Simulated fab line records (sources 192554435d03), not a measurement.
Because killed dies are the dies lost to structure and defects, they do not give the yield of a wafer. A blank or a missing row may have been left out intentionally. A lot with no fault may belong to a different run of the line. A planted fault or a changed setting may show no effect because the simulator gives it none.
Which of the tools did it? || flow n5Finfet || 21 lots, 63 wafers sampled, at 4 steps of a route of 1938

WHAT EACH GAUGE READ, for each wafer
N5_BEOL_M0_SAQP_INSPECT_16: inspects for defects (brightfield). Usual: rawDefectCount 554, standard deviation 150.
{"lot": "L074", "measured": "day 5 11:46", "on": "defectInspect-01", "rawDefectCount": "655 471 469", "flag": ""}
{"lot": "L075", "measured": "day 5 16:46", "on": "defectInspect-02", "rawDefectCount": "431 746 439", "flag": ""}
{"lot": "L076", "measured": "day 6 02:07", "on": "defectInspect-01", "rawDefectCount": "366 434 337", "flag": ""}
{"lot": "L077", "measured": "day 6 04:12", "on": "defectInspect-01", "rawDefectCount": "459 512 381", "flag": ""}
{"lot": "L078", "measured": "day 6 12:28", "on": "defectInspect-02", "rawDefectCount": "493 537 531", "flag": ""}
{"lot": "L079", "measured": "day 6 18:42", "on": "defectInspect-01", "rawDefectCount": "548 709 808", "flag": ""}
{"lot": "L080", "measured": "day 7 01:17", "on": "defectInspect-02", "rawDefectCount": "525 402 822", "flag": ""}
{"lot": "L081", "measured": "day 7 04:28", "on": "defectInspect-01", "rawDefectCount": "559 521 513", "flag": ""}
{"lot": "L082", "measured": "day 7 10:04", "on": "defectInspect-02", "rawDefectCount": "666 664 695", "flag": ""}
{"lot": "L083", "measured": "day 7 16:16", "on": "defectInspect-02", "rawDefectCount": "479 623 684", "flag": ""}
{"lot": "L085", "measured": "day 8 05:43", "on": "defectInspect-02", "rawDefectCount": "740 752 575", "flag": ""}
{"lot": "L086", "measured": "day 8 11:19", "on": "defectInspect-02", "rawDefectCount": "440 388 378", "flag": ""}
{"lot": "L088", "measured": "day 9 00:11", "on": "defectInspect-02", "rawDefectCount": "459 685 639", "flag": ""}
{"lot": "L089", "measured": "day 9 11:43", "on": "defectInspect-02", "rawDefectCount": "412 458 424", "flag": ""}
{"lot": "L090", "measured": "day 9 21:56", "on": "defectInspect-01", "rawDefectCount": "441 541 440", "flag": ""}
{"lot": "L092", "measured": "day 10 00:02", "on": "defectInspect-01", "rawDefectCount": "1028 446 483", "flag": ""}
{"lot": "L091", "measured": "day 10 00:22", "on": "defectInspect-02", "rawDefectCount": "669 482 935", "flag": ""}
{"lot": "L093", "measured": "day 10 04:25", "on": "defectInspect-02", "rawDefectCount": "517 464 466", "flag": ""}
{"lot": "L094", "measured": "day 10 08:08", "on": "defectInspect-01", "rawDefectCount": "366 370 319", "flag": ""}
{"lot": "L096", "measured": "day 11 04:10", "on": "defectInspect-01", "rawDefectCount": "580 845 588", "flag": ""}
{"lot": "L097", "measured": "day 11 05:05", "on": "defectInspect-01", "rawDefectCount": "571 552 473", "flag": ""}

N5_BEOL_M0_SAQP_CD_MEAS_40: the cd target is 30 nm. Usual: cdNm 29.98 nm, standard deviation 0.24.
{"lot": "L074", "measured": "day 5 15:42", "on": "cdSem-03", "cdNm (nm)": "29.79 29.71 30.13", "flag": ""}
{"lot": "L075", "measured": "day 5 20:51", "on": "cdSem-01", "cdNm (nm)": "29.91 29.92 29.99", "flag": ""}
{"lot": "L076", "measured": "day 6 06:19", "on": "cdSem-03", "cdNm (nm)": "29.98 29.65 29.64", "flag": ""}
{"lot": "L077", "measured": "day 6 08:26", "on": "cdSem-03", "cdNm (nm)": "29.63 29.67 30.02", "flag": ""}
{"lot": "L078", "measured": "day 6 16:47", "on": "cdSem-02", "cdNm (nm)": "29.90 30.18 29.87", "flag": ""}
{"lot": "L079", "measured": "day 6 23:04", "on": "cdSem-01", "cdNm (nm)": "29.77 30.12 29.86", "flag": ""}
{"lot": "L080", "measured": "day 7 05:43", "on": "cdSem-01", "cdNm (nm)": "29.91 30.07 29.98", "flag": ""}
{"lot": "L081", "measured": "day 7 08:29", "on": "cdSem-03", "cdNm (nm)": "30.39 30.08 29.93", "flag": ""}
{"lot": "L082", "measured": "day 7 14:10", "on": "cdSem-02", "cdNm (nm)": "29.91 30.09 29.93", "flag": ""}
{"lot": "L083", "measured": "day 7 20:31", "on": "cdSem-02", "cdNm (nm)": "30.00 30.04 29.64", "flag": ""}
{"lot": "L085", "measured": "day 8 09:40", "on": "cdSem-02", "cdNm (nm)": "30.11 30.28 30.02", "flag": ""}
{"lot": "L086", "measured": "day 8 18:41", "on": "cdSem-01", "cdNm (nm)": "29.69 30.36 29.98", "flag": ""}
{"lot": "L088", "measured": "day 9 04:56", "on": "cdSem-01", "cdNm (nm)": "29.95 29.72 29.96", "flag": ""}
{"lot": "L089", "measured": "day 9 15:47", "on": "cdSem-02", "cdNm (nm)": "29.87 30.20 29.97", "flag": ""}
{"lot": "L090", "measured": "day 10 01:43", "on": "cdSem-03", "cdNm (nm)": "30.06 29.67 29.72", "flag": ""}
{"lot": "L092", "measured": "day 10 04:10", "on": "cdSem-01", "cdNm (nm)": "29.65 29.41 29.73", "flag": ""}
{"lot": "L091", "measured": "day 10 04:46", "on": "cdSem-02", "cdNm (nm)": "29.87 30.11 30.00", "flag": ""}
{"lot": "L093", "measured": "day 10 09:16", "on": "cdSem-02", "cdNm (nm)": "29.79 29.77 30.20", "flag": ""}
{"lot": "L094", "measured": "day 10 12:16", "on": "cdSem-01", "cdNm (nm)": "29.35 29.84 29.73", "flag": ""}
{"lot": "L096", "measured": "day 11 08:42", "on": "cdSem-02", "cdNm (nm)": "30.00 30.22 30.51", "flag": ""}
{"lot": "L097", "measured": "day 11 09:11", "on": "cdSem-02", "cdNm (nm)": "30.33 30.36 30.65", "flag": ""}

TOOL THAT RAN EACH LOT (tool first, then ch and the chambers of the sampled wafers, then the start)
{"lot": "L074", "N5_BEOL_M0_SAQP_HM_OPEN_112": "rieDiel-06 ch 0,3, day 5 12:00", "N5_BEOL_M0_SAQP_ETCH_106": "rieDiel-03 ch 0,3, day 5 14:14"}
{"lot": "L075", "N5_BEOL_M0_SAQP_HM_OPEN_112": "rieDiel-05 ch 0,2,3, day 5 16:59", "N5_BEOL_M0_SAQP_ETCH_106": "rieDiel-06 ch 0,1,3, day 5 19:15"}
{"lot": "L076", "N5_BEOL_M0_SAQP_HM_OPEN_112": "rieDiel-05 ch 0,1,3, day 6 02:20", "N5_BEOL_M0_SAQP_ETCH_106": "rieDiel-06 ch 0,3, day 6 04:47"}
{"lot": "L077", "N5_BEOL_M0_SAQP_HM_OPEN_112": "rieDiel-06 ch 0,2,3, day 6 04:26", "N5_BEOL_M0_SAQP_ETCH_106": "rieDiel-05 ch 0,3, day 6 06:57"}
{"lot": "L078", "N5_BEOL_M0_SAQP_HM_OPEN_112": "rieDiel-06 ch 0,3, day 6 12:42", "N5_BEOL_M0_SAQP_ETCH_106": "rieDiel-06 ch 0,1,2, day 6 14:47"}
{"lot": "L079", "N5_BEOL_M0_SAQP_HM_OPEN_112": "rieDiel-03 ch 0,3, day 6 19:12", "N5_BEOL_M0_SAQP_ETCH_106": "rieDiel-06 ch 0,1,2, day 6 21:42"}
{"lot": "L080", "N5_BEOL_M0_SAQP_HM_OPEN_112": "rieDiel-06 ch 0,1,3, day 7 01:41", "N5_BEOL_M0_SAQP_ETCH_106": "rieDiel-06 ch 0,2,3, day 7 04:22"}
{"lot": "L081", "N5_BEOL_M0_SAQP_HM_OPEN_112": "rieDiel-05 ch 1,2,3, day 7 04:41", "N5_BEOL_M0_SAQP_ETCH_106": "rieDiel-06 ch 1,3, day 7 07:07"}
{"lot": "L082", "N5_BEOL_M0_SAQP_HM_OPEN_112": "rieDiel-03 ch 1,2, day 7 10:35", "N5_BEOL_M0_SAQP_ETCH_106": "rieDiel-06 ch 0,1,2, day 7 12:47"}
{"lot": "L083", "N5_BEOL_M0_SAQP_HM_OPEN_112": "rieDiel-06 ch 0,1, day 7 16:29", "N5_BEOL_M0_SAQP_ETCH_106": "rieDiel-06 ch 1,2,3, day 7 18:41"}
{"lot": "L085", "N5_BEOL_M0_SAQP_HM_OPEN_112": "rieDiel-05 ch 1,2,3, day 8 05:56", "N5_BEOL_M0_SAQP_ETCH_106": "rieDiel-03 ch 1,3, day 8 08:07"}
{"lot": "L086", "N5_BEOL_M0_SAQP_HM_OPEN_112": "rieDiel-03 ch 0,2,3, day 8 11:32", "N5_BEOL_M0_SAQP_ETCH_106": "rieDiel-05 ch 0,2,3, day 8 17:18"}
{"lot": "L088", "N5_BEOL_M0_SAQP_HM_OPEN_112": "rieDiel-05 ch 0,2,3, day 9 00:35", "N5_BEOL_M0_SAQP_ETCH_106": "rieDiel-05 ch 0,2,3, day 9 03:06"}
{"lot": "L089", "N5_BEOL_M0_SAQP_HM_OPEN_112": "rieDiel-06 ch 1,2, day 9 11:56", "N5_BEOL_M0_SAQP_ETCH_106": "rieDiel-06 ch 1,3, day 9 14:17"}
{"lot": "L090", "N5_BEOL_M0_SAQP_HM_OPEN_112": "rieDiel-05 ch 0,1,2, day 9 22:10", "N5_BEOL_M0_SAQP_ETCH_106": "rieDiel-06 ch 0,2, day 10 00:14"}
{"lot": "L092", "N5_BEOL_M0_SAQP_HM_OPEN_112": "rieDiel-03 ch 1,3, day 10 00:15", "N5_BEOL_M0_SAQP_ETCH_106": "rieDiel-06 ch 0,2,3, day 10 02:20"}
{"lot": "L091", "N5_BEOL_M0_SAQP_HM_OPEN_112": "rieDiel-03 ch 0,1,3, day 10 00:35", "N5_BEOL_M0_SAQP_ETCH_106": "rieDiel-05 ch 0,1, day 10 02:56"}
{"lot": "L093", "N5_BEOL_M0_SAQP_HM_OPEN_112": "rieDiel-03 ch 0,1, day 10 05:08", "N5_BEOL_M0_SAQP_ETCH_106": "rieDiel-05 ch 0,1, day 10 07:55"}
{"lot": "L094", "N5_BEOL_M0_SAQP_HM_OPEN_112": "rieDiel-06 ch 0,1,3, day 10 08:22", "N5_BEOL_M0_SAQP_ETCH_106": "rieDiel-05 ch 0,1,3, day 10 10:41"}
{"lot": "L096", "N5_BEOL_M0_SAQP_HM_OPEN_112": "rieDiel-03 ch 1,2,3, day 11 04:50", "N5_BEOL_M0_SAQP_ETCH_106": "rieDiel-05 ch 1,2, day 11 07:10"}
{"lot": "L097", "N5_BEOL_M0_SAQP_HM_OPEN_112": "rieDiel-06 ch 0,1, day 11 05:23", "N5_BEOL_M0_SAQP_ETCH_106": "rieDiel-03 ch 2,3, day 11 07:39"}
- N5_BEOL_M0_SAQP_HM_OPEN_112: chemistry CHF3/O2, target SiO2, stops on a-Si, target depth 12 nm, time 13.5 s.
- N5_BEOL_M0_SAQP_ETCH_106: etches SOC in N2/H2, stops on SiNx, target depth 150 nm.

WHAT THE TOOLS THEMSELVES READ (means of the sampled wafers that have a number; where no wafer has one, the mark that the record gives instead)
N5_BEOL_M0_SAQP_HM_OPEN_112. Usual: chamberPressureMTorr 30.00 mTorr, standard deviation 0.031; drypumpMotorCurrentA 5.5 A, standard deviation 0.44; oesProductAu 0.51 a.u., standard deviation 0.048; rfVppV 524 V, standard deviation 6.3; showerheadPlenumPTorr 2.43 Torr, standard deviation 0.072; throttleValvePct 18.89 %, standard deviation 0.19.
{"lot": "L074", "tool": "rieDiel-06", "chamberPressureMTorr (mTorr)": 30.01, "drypumpMotorCurrentA (A)": 6.4, "oesProductAu (a.u.)": 0.57, "rfVppV (V)": 525, "showerheadPlenumPTorr (Torr)": 2.42, "throttleValvePct (%)": 18.74, "flag": ""}
{"lot": "L075", "tool": "rieDiel-05", "chamberPressureMTorr (mTorr)": 29.99, "drypumpMotorCurrentA (A)": 5.6, "oesProductAu (a.u.)": 0.49, "rfVppV (V)": 521, "showerheadPlenumPTorr (Torr)": 2.44, "throttleValvePct (%)": 18.84, "flag": ""}
{"lot": "L076", "tool": "rieDiel-05", "chamberPressureMTorr (mTorr)": 30.00, "drypumpMotorCurrentA (A)": 5.4, "oesProductAu (a.u.)": 0.49, "rfVppV (V)": 523, "showerheadPlenumPTorr (Torr)": 2.41, "throttleValvePct (%)": 18.88, "flag": ""}
{"lot": "L077", "tool": "rieDiel-06", "chamberPressureMTorr (mTorr)": 29.99, "drypumpMotorCurrentA (A)": 6.0, "oesProductAu (a.u.)": 0.53, "rfVppV (V)": 523, "showerheadPlenumPTorr (Torr)": 2.38, "throttleValvePct (%)": 18.94, "flag": ""}
{"lot": "L078", "tool": "rieDiel-06", "chamberPressureMTorr (mTorr)": 30.00, "drypumpMotorCurrentA (A)": 6.4, "oesProductAu (a.u.)": 0.56, "rfVppV (V)": 524, "showerheadPlenumPTorr (Torr)": 2.42, "throttleValvePct (%)": 18.77, "flag": ""}
{"lot": "L079", "tool": "rieDiel-03", "chamberPressureMTorr (mTorr)": 30.00, "drypumpMotorCurrentA (A)": 5.2, "oesProductAu (a.u.)": 0.53, "rfVppV (V)": 523, "showerheadPlenumPTorr (Torr)": 2.46, "throttleValvePct (%)": 18.76, "flag": ""}
{"lot": "L080", "tool": "rieDiel-06", "chamberPressureMTorr (mTorr)": 30.00, "drypumpMotorCurrentA (A)": 5.9, "oesProductAu (a.u.)": 0.56, "rfVppV (V)": 525, "showerheadPlenumPTorr (Torr)": 2.42, "throttleValvePct (%)": 18.86, "flag": ""}
{"lot": "L081", "tool": "rieDiel-05", "chamberPressureMTorr (mTorr)": 30.03, "drypumpMotorCurrentA (A)": 5.7, "oesProductAu (a.u.)": 0.47, "rfVppV (V)": 525, "showerheadPlenumPTorr (Torr)": 2.39, "throttleValvePct (%)": 19.06, "flag": ""}
{"lot": "L082", "tool": "rieDiel-03", "chamberPressureMTorr (mTorr)": 30.02, "drypumpMotorCurrentA (A)": 4.9, "oesProductAu (a.u.)": 0.46, "rfVppV (V)": 522, "showerheadPlenumPTorr (Torr)": 2.42, "throttleValvePct (%)": 18.78, "flag": ""}
{"lot": "L083", "tool": "rieDiel-06", "chamberPressureMTorr (mTorr)": 29.99, "drypumpMotorCurrentA (A)": 5.4, "oesProductAu (a.u.)": 0.55, "rfVppV (V)": 526, "showerheadPlenumPTorr (Torr)": 2.41, "throttleValvePct (%)": 18.93, "flag": ""}
{"lot": "L085", "tool": "rieDiel-05", "chamberPressureMTorr (mTorr)": 29.93, "drypumpMotorCurrentA (A)": 5.7, "oesProductAu (a.u.)": 0.46, "rfVppV (V)": 524, "showerheadPlenumPTorr (Torr)": 2.39, "throttleValvePct (%)": 19.05, "flag": ""}
{"lot": "L086", "tool": "rieDiel-03", "chamberPressureMTorr (mTorr)": 30.01, "drypumpMotorCurrentA (A)": 5.1, "oesProductAu (a.u.)": 0.55, "rfVppV (V)": 524, "showerheadPlenumPTorr (Torr)": 2.44, "throttleValvePct (%)": 18.64, "flag": ""}
{"lot": "L088", "tool": "rieDiel-05", "chamberPressureMTorr (mTorr)": 30.00, "drypumpMotorCurrentA (A)": 5.6, "oesProductAu (a.u.)": 0.47, "rfVppV (V)": 520, "showerheadPlenumPTorr (Torr)": 2.43, "throttleValvePct (%)": 18.88, "flag": ""}
{"lot": "L089", "tool": "rieDiel-06", "chamberPressureMTorr (mTorr)": 29.99, "drypumpMotorCurrentA (A)": 5.5, "oesProductAu (a.u.)": 0.54, "rfVppV (V)": 528, "showerheadPlenumPTorr (Torr)": 2.41, "throttleValvePct (%)": 18.99, "flag": ""}
{"lot": "L090", "tool": "rieDiel-05", "chamberPressureMTorr (mTorr)": 29.99, "drypumpMotorCurrentA (A)": 5.6, "oesProductAu (a.u.)": 0.52, "rfVppV (V)": 524, "showerheadPlenumPTorr (Torr)": 2.45, "throttleValvePct (%)": 18.90, "flag": ""}
{"lot": "L092", "tool": "rieDiel-03", "chamberPressureMTorr (mTorr)": 29.99, "drypumpMotorCurrentA (A)": 5.2, "oesProductAu (a.u.)": 0.49, "rfVppV (V)": 518, "showerheadPlenumPTorr (Torr)": 2.47, "throttleValvePct (%)": 18.84, "flag": ""}
{"lot": "L091", "tool": "rieDiel-03", "chamberPressureMTorr (mTorr)": 29.99, "drypumpMotorCurrentA (A)": 5.2, "oesProductAu (a.u.)": 0.48, "rfVppV (V)": 523, "showerheadPlenumPTorr (Torr)": 2.47, "throttleValvePct (%)": 18.83, "flag": ""}
{"lot": "L093", "tool": "rieDiel-03", "chamberPressureMTorr (mTorr)": 30.01, "drypumpMotorCurrentA (A)": 5.2, "oesProductAu (a.u.)": 0.46, "rfVppV (V)": 525, "showerheadPlenumPTorr (Torr)": 2.49, "throttleValvePct (%)": 18.88, "flag": ""}
{"lot": "L094", "tool": "rieDiel-06", "chamberPressureMTorr (mTorr)": 30.00, "drypumpMotorCurrentA (A)": 5.8, "oesProductAu (a.u.)": 0.53, "rfVppV (V)": 525, "showerheadPlenumPTorr (Torr)": 2.41, "throttleValvePct (%)": 18.89, "flag": ""}
{"lot": "L096", "tool": "rieDiel-03", "chamberPressureMTorr (mTorr)": 30.01, "drypumpMotorCurrentA (A)": 5.0, "oesProductAu (a.u.)": 0.53, "rfVppV (V)": 520, "showerheadPlenumPTorr (Torr)": 2.43, "throttleValvePct (%)": 18.69, "flag": ""}
{"lot": "L097", "tool": "rieDiel-06", "chamberPressureMTorr (mTorr)": 29.98, "drypumpMotorCurrentA (A)": 5.3, "oesProductAu (a.u.)": 0.54, "rfVppV (V)": 525, "showerheadPlenumPTorr (Torr)": 2.40, "throttleValvePct (%)": 18.98, "flag": ""}

N5_BEOL_M0_SAQP_ETCH_106. Usual: chamberPressureMTorr 29.998 mTorr, standard deviation 0.028; drypumpMotorCurrentA 5.6 A, standard deviation 0.49; oesProductAu 0.79 a.u., standard deviation 0.081; rfVppV 240.7 V, standard deviation 1.4; showerheadPlenumPTorr 2.55 Torr, standard deviation 0.085; throttleValvePct 17.83 %, standard deviation 0.26.
{"lot": "L074", "tool": "rieDiel-03", "chamberPressureMTorr (mTorr)": 29.975, "drypumpMotorCurrentA (A)": 5.2, "oesProductAu (a.u.)": 0.81, "rfVppV (V)": 241.0, "showerheadPlenumPTorr (Torr)": 2.60, "throttleValvePct (%)": 17.68, "flag": ""}
{"lot": "L075", "tool": "rieDiel-06", "chamberPressureMTorr (mTorr)": 29.996, "drypumpMotorCurrentA (A)": 5.9, "oesProductAu (a.u.)": 0.86, "rfVppV (V)": 240.5, "showerheadPlenumPTorr (Torr)": 2.55, "throttleValvePct (%)": 17.76, "flag": ""}
{"lot": "L076", "tool": "rieDiel-06", "chamberPressureMTorr (mTorr)": 29.987, "drypumpMotorCurrentA (A)": 5.9, "oesProductAu (a.u.)": 0.82, "rfVppV (V)": 239.4, "showerheadPlenumPTorr (Torr)": 2.49, "throttleValvePct (%)": 17.78, "flag": ""}
{"lot": "L077", "tool": "rieDiel-05", "chamberPressureMTorr (mTorr)": 30.021, "drypumpMotorCurrentA (A)": 5.4, "oesProductAu (a.u.)": 0.75, "rfVppV (V)": 241.0, "showerheadPlenumPTorr (Torr)": 2.62, "throttleValvePct (%)": 17.61, "flag": ""}
{"lot": "L078", "tool": "rieDiel-06", "chamberPressureMTorr (mTorr)": 30.011, "drypumpMotorCurrentA (A)": 5.5, "oesProductAu (a.u.)": 0.80, "rfVppV (V)": 240.1, "showerheadPlenumPTorr (Torr)": 2.50, "throttleValvePct (%)": 18.01, "flag": ""}
{"lot": "L079", "tool": "rieDiel-06", "chamberPressureMTorr (mTorr)": 29.991, "drypumpMotorCurrentA (A)": 5.5, "oesProductAu (a.u.)": 0.79, "rfVppV (V)": 240.3, "showerheadPlenumPTorr (Torr)": 2.50, "throttleValvePct (%)": 18.03, "flag": ""}
{"lot": "L080", "tool": "rieDiel-06", "chamberPressureMTorr (mTorr)": 29.994, "drypumpMotorCurrentA (A)": 6.0, "oesProductAu (a.u.)": 0.80, "rfVppV (V)": 240.1, "showerheadPlenumPTorr (Torr)": 2.49, "throttleValvePct (%)": 17.89, "flag": ""}
{"lot": "L081", "tool": "rieDiel-06", "chamberPressureMTorr (mTorr)": 30.012, "drypumpMotorCurrentA (A)": 5.8, "oesProductAu (a.u.)": 0.88, "rfVppV (V)": 241.2, "showerheadPlenumPTorr (Torr)": 2.59, "throttleValvePct (%)": 17.75, "flag": ""}
{"lot": "L082", "tool": "rieDiel-06", "chamberPressureMTorr (mTorr)": 30.016, "drypumpMotorCurrentA (A)": 5.5, "oesProductAu (a.u.)": 0.79, "rfVppV (V)": 240.1, "showerheadPlenumPTorr (Torr)": 2.49, "throttleValvePct (%)": 18.03, "flag": ""}
{"lot": "L083", "tool": "rieDiel-06", "chamberPressureMTorr (mTorr)": 30.016, "drypumpMotorCurrentA (A)": 6.0, "oesProductAu (a.u.)": 0.84, "rfVppV (V)": 240.7, "showerheadPlenumPTorr (Torr)": 2.54, "throttleValvePct (%)": 17.87, "flag": ""}
{"lot": "L085", "tool": "rieDiel-03", "chamberPressureMTorr (mTorr)": 29.975, "drypumpMotorCurrentA (A)": 5.1, "oesProductAu (a.u.)": 0.79, "rfVppV (V)": 241.3, "showerheadPlenumPTorr (Torr)": 2.58, "throttleValvePct (%)": 17.70, "flag": ""}
{"lot": "L086", "tool": "rieDiel-05", "chamberPressureMTorr (mTorr)": 29.972, "drypumpMotorCurrentA (A)": 5.6, "oesProductAu (a.u.)": 0.72, "rfVppV (V)": 239.3, "showerheadPlenumPTorr (Torr)": 2.56, "throttleValvePct (%)": 17.82, "flag": ""}
{"lot": "L088", "tool": "rieDiel-05", "chamberPressureMTorr (mTorr)": 30.005, "drypumpMotorCurrentA (A)": 5.6, "oesProductAu (a.u.)": 0.72, "rfVppV (V)": 241.1, "showerheadPlenumPTorr (Torr)": 2.56, "throttleValvePct (%)": 17.83, "flag": ""}
{"lot": "L089", "tool": "rieDiel-06", "chamberPressureMTorr (mTorr)": 30.017, "drypumpMotorCurrentA (A)": 6.3, "oesProductAu (a.u.)": 0.86, "rfVppV (V)": 240.5, "showerheadPlenumPTorr (Torr)": 2.58, "throttleValvePct (%)": 17.64, "flag": ""}
{"lot": "L090", "tool": "rieDiel-06", "chamberPressureMTorr (mTorr)": 30.037, "drypumpMotorCurrentA (A)": 5.6, "oesProductAu (a.u.)": 0.74, "rfVppV (V)": 239.0, "showerheadPlenumPTorr (Torr)": 2.44, "throttleValvePct (%)": 18.18, "flag": ""}
{"lot": "L092", "tool": "rieDiel-06", "chamberPressureMTorr (mTorr)": 29.978, "drypumpMotorCurrentA (A)": 6.0, "oesProductAu (a.u.)": 0.77, "rfVppV (V)": 240.1, "showerheadPlenumPTorr (Torr)": 2.49, "throttleValvePct (%)": 17.93, "flag": ""}
{"lot": "L091", "tool": "rieDiel-05", "chamberPressureMTorr (mTorr)": 29.970, "drypumpMotorCurrentA (A)": 5.4, "oesProductAu (a.u.)": 0.81, "rfVppV (V)": 241.5, "showerheadPlenumPTorr (Torr)": 2.59, "throttleValvePct (%)": 17.61, "flag": ""}
{"lot": "L093", "tool": "rieDiel-05", "chamberPressureMTorr (mTorr)": 30.002, "drypumpMotorCurrentA (A)": 5.5, "oesProductAu (a.u.)": 0.86, "rfVppV (V)": 241.6, "showerheadPlenumPTorr (Torr)": 2.65, "throttleValvePct (%)": 17.70, "flag": ""}
{"lot": "L094", "tool": "rieDiel-05", "chamberPressureMTorr (mTorr)": 30.004, "drypumpMotorCurrentA (A)": 5.4, "oesProductAu (a.u.)": 0.79, "rfVppV (V)": 241.8, "showerheadPlenumPTorr (Torr)": 2.63, "throttleValvePct (%)": 17.68, "flag": ""}
{"lot": "L096", "tool": "rieDiel-05", "chamberPressureMTorr (mTorr)": 30.016, "drypumpMotorCurrentA (A)": 5.7, "oesProductAu (a.u.)": 0.92, "rfVppV (V)": 242.2, "showerheadPlenumPTorr (Torr)": 2.64, "throttleValvePct (%)": 17.83, "flag": ""}
{"lot": "L097", "tool": "rieDiel-03", "chamberPressureMTorr (mTorr)": 29.996, "drypumpMotorCurrentA (A)": 5.0, "oesProductAu (a.u.)": 0.84, "rfVppV (V)": 240.1, "showerheadPlenumPTorr (Torr)": 2.53, "throttleValvePct (%)": 17.52, "flag": ""}

THE ANSWER, worked out from the rows above alone
Rule: lot off if the mean of its wafers having a number is beyond 3 standard deviations from the usual mean. Also off: a lot with no number at a reading for which 4 or more lots have one. Any other lot the step has rows for is counted as sound. After the gauges, taken in route order, come the tools' own readings; for these a lot's mean is taken, as printed above. At the first step where some lot is off, the reading lying furthest off is the one used; lots without a number count as furthest.
Across all readings shown, no lot is off: no conclusion can be drawn from this.

WHAT WAS PUT IN BY THE SIMULATOR
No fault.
